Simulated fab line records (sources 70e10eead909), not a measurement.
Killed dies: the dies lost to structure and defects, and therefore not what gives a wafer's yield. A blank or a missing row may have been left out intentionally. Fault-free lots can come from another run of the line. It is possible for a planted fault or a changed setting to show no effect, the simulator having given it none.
The tool behind it: which one?	flow nand_harc	13 lots, 39 wafers sampled, at 5 steps of a route of 1302

## WHAT THE GAUGES READ, wafer by wafer
NHARC_A_BONDPAD_THK_MEAS_20: measures by xrf.
lot	measured	on	thk_nm (nm)
L690	day 22 21:50	film_metro-02	170.7 167.6 170.4
L691	day 23 19:35	film_metro-02	169.7 171.8 173.1
L692	day 23 19:07	film_metro-01	169.6 169.0 170.4
L695	day 25 21:55	film_metro-01	169.7 168.5 168.7
L697	day 26 14:11	film_metro-01	167.9 169.8 169.9
L698	day 26 14:42	film_metro-01	169.9 170.6 170.3
L699	day 27 10:31	film_metro-02	169.0 172.6 171.4
L700	day 27 15:49	film_metro-01	170.2 170.4 168.8
L701	day 27 19:25	film_metro-02	169.1 172.0 171.1
L707	day 31 04:34	film_metro-02	170.2 170.7 168.4
L708	day 31 05:12	film_metro-02	171.6 171.7 169.0
L709	day 31 09:39	film_metro-01	169.2 169.3 167.5
L713	day 32 20:03	film_metro-02	172.1 171.9 169.6

NHARC_END_WLT_00.
lot	measured	on	VT_DECK1_BOTTOM	VT_DECK1_BOTTOM_INNER	VT_DECK1_MEDIAN_NEAR_BOTTOM	VT_DECK1_MEDIAN_NEAR_BOTTOM_INNER	VT_DECK1_MIDDLE	VT_DECK1_MIDDLE_INNER	VT_DECK1_TOP	VT_DECK1_TOP_INNER	VT_DECK2_BOTTOM	VT_DECK2_BOTTOM_INNER	VT_DECK2_MEDIAN_NEAR_BOTTOM	VT_DECK2_MEDIAN_NEAR_BOTTOM_INNER	VT_DECK2_MIDDLE	VT_DECK2_MIDDLE_INNER	VT_DECK2_TOP	VT_DECK2_TOP_INNER
L690	day 24 06:50	prober-02	0.871 0.875 0.877	0.878 0.866 0.881	0.876 0.874 0.885	0.881 0.875 0.881	0.891 0.879 0.889	0.884 0.890 0.886	0.898 0.900 0.901	0.895 0.890 0.896	0.872 0.873 0.875	0.871 0.868 0.879	0.862 0.871 0.875	0.874 0.869 0.873	0.881 0.882 0.881	0.883 0.892 0.882	0.894 0.891 0.901	0.894 0.893 0.896
L691	day 24 20:25	prober-02	0.868 0.873 0.869	0.869 0.871 0.878	0.869 0.876 0.877	0.876 0.873 0.872	0.890 0.893 0.894	0.886 0.887 0.888	0.905 0.896 0.898	0.901 0.898 0.896	0.870 0.878 0.863	0.875 0.874 0.875	0.875 0.875 0.870	0.879 0.876 0.868	0.877 0.884 0.870	0.877 0.886 0.874	0.896 0.889 0.892	0.890 0.911 0.897
L692	day 24 20:55	prober-01	0.865 0.862 0.878	0.864 0.868 0.867	0.865 0.872 0.872	0.864 0.865 0.865	0.887 0.874 0.892	0.891 0.878 0.888	0.887 0.890 0.887	0.890 0.890 0.892	0.868 0.869 0.864	0.871 0.857 0.863	0.861 0.866 0.865	0.869 0.863 0.873	0.885 0.877 0.890	0.885 0.879 0.874	0.891 0.894 0.889	0.878 0.892 0.893
L695	day 27 01:06	prober-02	0.855 0.865 0.873	0.859 0.864 0.871	0.858 0.858 0.867	0.867 0.856 0.873	0.878 0.875 0.875	0.870 0.882 0.882	0.889 0.885 0.881	0.895 0.887 0.890	0.869 0.873 0.875	0.870 0.880 0.878	0.877 0.879 0.878	0.880 0.873 0.882	0.890 0.891 0.892	0.891 0.897 0.886	0.911 0.899 0.896	0.899 0.896 0.908
L697	day 27 15:14	prober-02	0.870 0.860 0.863	0.865 0.866 0.872	0.870 0.868 0.866	0.872 0.864 0.871	0.890 0.883 0.880	0.886 0.881 0.886	0.894 0.899 0.887	0.892 0.896 0.894	0.883 0.879 0.876	0.871 0.875 0.874	0.879 0.881 0.866	0.877 0.884 0.880	0.889 0.891 0.893	0.892 0.896 0.888	0.907 0.897 0.899	0.900 0.904 0.897
L698	day 27 18:35	prober-01	0.860 0.865 0.872	0.861 0.856 0.863	0.856 0.861 0.864	0.857 0.861 0.874	0.876 0.880 0.878	0.877 0.879 0.873	0.891 0.889 0.890	0.889 0.890 0.895	0.870 0.867 0.884	0.866 0.869 0.872	0.866 0.869 0.876	0.870 0.864 0.869	0.888 0.878 0.887	0.891 0.885 0.883	0.891 0.900 0.900	0.896 0.898 0.900
L699	day 28 11:26	prober-02	0.867 0.876 0.872	0.867 0.883 0.862	0.868 0.868 0.866	0.864 0.873 0.867	0.881 0.888 0.877	0.879 0.890 0.885	0.891 0.900 0.897	0.887 0.891 0.892	0.884 0.877 0.880	0.883 0.873 0.878	0.879 0.883 0.886	0.882 0.868 0.891	0.895 0.881 0.896	0.889 0.885 0.900	0.905 0.899 0.903	0.903 0.903 0.902
L700	day 28 16:05	prober-01	0.863 0.871 0.875	0.872 0.871 0.872	0.871 0.871 0.878	0.876 0.873 0.877	0.886 0.882 0.881	0.889 0.890 0.892	0.899 0.892 0.904	0.905 0.906 0.895	0.880 0.876 0.886	0.874 0.885 0.883	0.885 0.886 0.882	0.874 0.884 0.887	0.882 0.893 0.889	0.892 0.891 0.891	0.900 0.906 0.902	0.905 0.904 0.913
L701	day 29 05:32	prober-02	0.871 0.890 0.879	0.877 0.886 0.875	0.883 0.885 0.874	0.879 0.884 0.877	0.887 0.897 0.901	0.896 0.892 0.886	0.907 0.902 0.905	0.911 0.906 0.911	0.888 0.874 0.882	0.888 0.886 0.882	0.883 0.884 0.885	0.886 0.887 0.878	0.895 0.898 0.897	0.895 0.885 0.889	0.902 0.904 0.902	0.899 0.910 0.900
L707	day 32 10:06	prober-01	0.944 0.948 0.942	0.945 0.952 0.945	0.944 0.943 0.944	0.946 0.952 0.944	0.954 0.956 0.968	0.968 0.973 0.964	0.977 0.974 0.982	0.979 0.979 0.974	0.868 0.869 0.875	0.870 0.863 0.868	0.871 0.880 0.864	0.871 0.867 0.871	0.890 0.886 0.880	0.876 0.885 0.882	0.899 0.895 0.896	0.892 0.894 0.894
L708	day 32 17:58	prober-01	0.871 0.861 0.868	0.870 0.867 0.867	0.868 0.862 0.866	0.869 0.859 0.867	0.876 0.875 0.873	0.874 0.875 0.881	0.895 0.891 0.882	0.889 0.892 0.890	0.866 0.873 0.872	0.865 0.876 0.876	0.869 0.877 0.863	0.864 0.865 0.869	0.881 0.884 0.882	0.890 0.885 0.886	0.891 0.901 0.895	0.894 0.887 0.888
L709	day 33 01:49	prober-01	0.865 0.874 0.860	0.864 0.863 0.876	0.868 0.875 0.875	0.864 0.863 0.877	0.881 0.880 0.888	0.881 0.882 0.883	0.897 0.889 0.896	0.896 0.892 0.902	0.878 0.870 0.870	0.880 0.874 0.876	0.884 0.879 0.877	0.882 0.869 0.884	0.891 0.891 0.892	0.893 0.889 0.889	0.891 0.902 0.910	0.899 0.901 0.898
L713	day 33 22:31	prober-02	0.869 0.867 0.874	0.873 0.879 0.874	0.871 0.875 0.878	0.875 0.885 0.871	0.893 0.900 0.893	0.885 0.887 0.876	0.889 0.900 0.890	0.895 0.897 0.897	0.869 0.879 0.867	0.870 0.872 0.866	0.870 0.875 0.872	0.873 0.870 0.874	0.888 0.885 0.876	0.887 0.892 0.883	0.906 0.900 0.896	0.899 0.898 0.898

## WHICH TOOL RAN EACH LOT (tool, then ch and the chambers of the sampled wafers, then the start)
lot	NHARC_A_CHANNEL_FILL_D1_CVD_18	NHARC_THIN_TSV_DEP_43	NHARC_THIN_TSV_CMP_21
L690	lpcvd_poly-02 ch 0, day 9 13:07	pecvd-01 ch 1,2, day 23 16:55	cmp-04 ch 0,2, day 23 22:07
L691	lpcvd_poly-01 ch 0, day 10 04:17	pecvd-01 ch 1,2, day 24 06:46	cmp-02 ch 0,1,3, day 24 12:41
L692	lpcvd_poly-01 ch 0, day 10 04:17	pecvd-01 ch 0,2, day 24 08:04	cmp-04 ch 0,2,3, day 24 13:19
L695	lpcvd_poly-01 ch 0, day 11 21:49	pecvd-03 ch 0,1,2, day 26 09:38	cmp-04 ch 0,1, day 26 14:33
L697	lpcvd_poly-04 ch 0, day 12 23:20	pecvd-01 ch 1,2, day 27 03:25	cmp-02 ch 2,3, day 27 08:28
L698	lpcvd_poly-04 ch 0, day 12 23:20	pecvd-01 ch 0,1,2, day 27 02:10	cmp-01 ch 0,2,3, day 27 07:35
L699	lpcvd_poly-04 ch 0, day 13 17:15	pecvd-04 ch 0,1, day 27 22:50	cmp-02 ch 0,1, day 28 03:48
L700	lpcvd_poly-01 ch 0, day 14 07:08	pecvd-01 ch 0,1,2, day 28 03:34	cmp-04 ch 0,1,3, day 28 08:36
L701	lpcvd_poly-01 ch 0, day 14 16:09	pecvd-01 ch 1,2, day 28 11:25	cmp-04 ch 0,1, day 28 16:23
L707	lpcvd_poly-01 ch 0, day 17 06:43	pecvd-01 ch 0,2, day 31 17:31	cmp-04 ch 1,2,3, day 31 22:38
L708	lpcvd_poly-02 ch 0, day 17 16:13	pecvd-01 ch 0,1,2, day 32 02:40	cmp-02 ch 0,1,3, day 32 08:17
L709	lpcvd_poly-02 ch 0, day 17 23:25	pecvd-04 ch 0,1, day 32 05:08	cmp-02 ch 0,2, day 32 10:16
L713	lpcvd_poly-02 ch 0, day 19 07:05	pecvd-04 ch 1,2, day 33 07:42	cmp-02 ch 0,3, day 33 12:48
- NHARC_A_CHANNEL_FILL_D1_CVD_18: deposits poly-Si, target thk 3 nm.
- NHARC_THIN_TSV_DEP_43: deposits SiO2, target thk 1328.5 nm.
- NHARC_THIN_TSV_CMP_21: polishes, t overpolish 30 s, target thk 2000 nm.

## WHAT THE TOOLS THEMSELVES READ (means of the sampled wafers that have a number; where no wafer has one, the mark that the record gives instead)
NHARC_A_CHANNEL_FILL_D1_CVD_18.
lot	tool	spike_tc_bottom_C (C)	tube_center_temp_C (C)
L690	lpcvd_poly-02	572.9	549.99
L691	lpcvd_poly-01	573.8	550.01
L692	lpcvd_poly-01	573.6	549.97
L695	lpcvd_poly-01	574.3	549.96
L697	lpcvd_poly-04	572.4	549.95
L698	lpcvd_poly-04	572.8	550.03
L699	lpcvd_poly-04	571.9	549.99
L700	lpcvd_poly-01	574.9	550.05
L701	lpcvd_poly-01	574.3	550.00
L707	lpcvd_poly-01	574.3	549.98
L708	lpcvd_poly-02	572.4	550.01
L709	lpcvd_poly-02	573.2	550.02
L713	lpcvd_poly-02	573.2	550.00

NHARC_THIN_TSV_DEP_43.
lot	tool	throttle_valve_pct (%)
L690	pecvd-01	16.1
L691	pecvd-01	16.3
L692	pecvd-01	16.7
L695	pecvd-03	16.4
L697	pecvd-01	16.5
L698	pecvd-01	16.6
L699	pecvd-04	16.7
L700	pecvd-01	16.7
L701	pecvd-01	16.5
L707	pecvd-01	16.5
L708	pecvd-01	16.5
L709	pecvd-04	16.9
L713	pecvd-04	16.6

NHARC_THIN_TSV_CMP_21.
lot	tool	edge_zone_pressure_frac	motor_current_A (A)	overpolish_run_s (s)
L690	cmp-04	1.007	12.0	30.007
L691	cmp-02	0.998	13.1	30.009
L692	cmp-04	1.002	12.0	29.994
L695	cmp-04	0.995	11.3	30.011
L697	cmp-02	1.004	13.8	30.018
L698	cmp-01	0.997	12.2	30.003
L699	cmp-02	0.996	12.2	30.004
L700	cmp-04	0.996	12.1	29.996
L701	cmp-04	1.000	12.4	30.001
L707	cmp-04	1.003	11.2	30.000
L708	cmp-02	1.000	13.1	30.010
L709	cmp-02	0.999	11.4	29.993
L713	cmp-02	0.999	14.0	29.992

## THE ANSWER, worked out from the rows above alone
Rule: usual is defined by the lots themselves. Put in order of their means at a reading, lots are off if they are a third of the lots or fewer, leave a main group of 4 or more, and stand apart from it by a gap of 3 or more times the standard deviation of the main group's means; of several such gaps the widest counts. Not used: any main group whose means are identical at the precision the tables above print for the reading. A lot without any number at a reading at which 4 lots or more have one is off too. Any other lot the step has rows for is counted as sound. After the gauges, taken in route order, come the tools' own readings; for these a lot's mean is taken, as printed above. At the first step where some lot is off, the reading lying furthest off is the one used; lots without a number count as furthest.
Off: L707, seen at NHARC_END_WLT_00 (VT_DECK1_MIDDLE_INNER). For the main group the mean is 0.884 and the standard deviation 0.0047.
If a tool, at a process step before that reading, ran all the lots that are off and no sound lot after the first of them, it fits. The gauges at NHARC_END_WLT_00 are tried like those tools. This does not decide it: 2 tools fit, namely lpcvd_poly-01 at NHARC_A_CHANNEL_FILL_D1_CVD_18 and cmp-04 at NHARC_THIN_TSV_CMP_21.

## WHAT WAS PUT IN BY THE SIMULATOR
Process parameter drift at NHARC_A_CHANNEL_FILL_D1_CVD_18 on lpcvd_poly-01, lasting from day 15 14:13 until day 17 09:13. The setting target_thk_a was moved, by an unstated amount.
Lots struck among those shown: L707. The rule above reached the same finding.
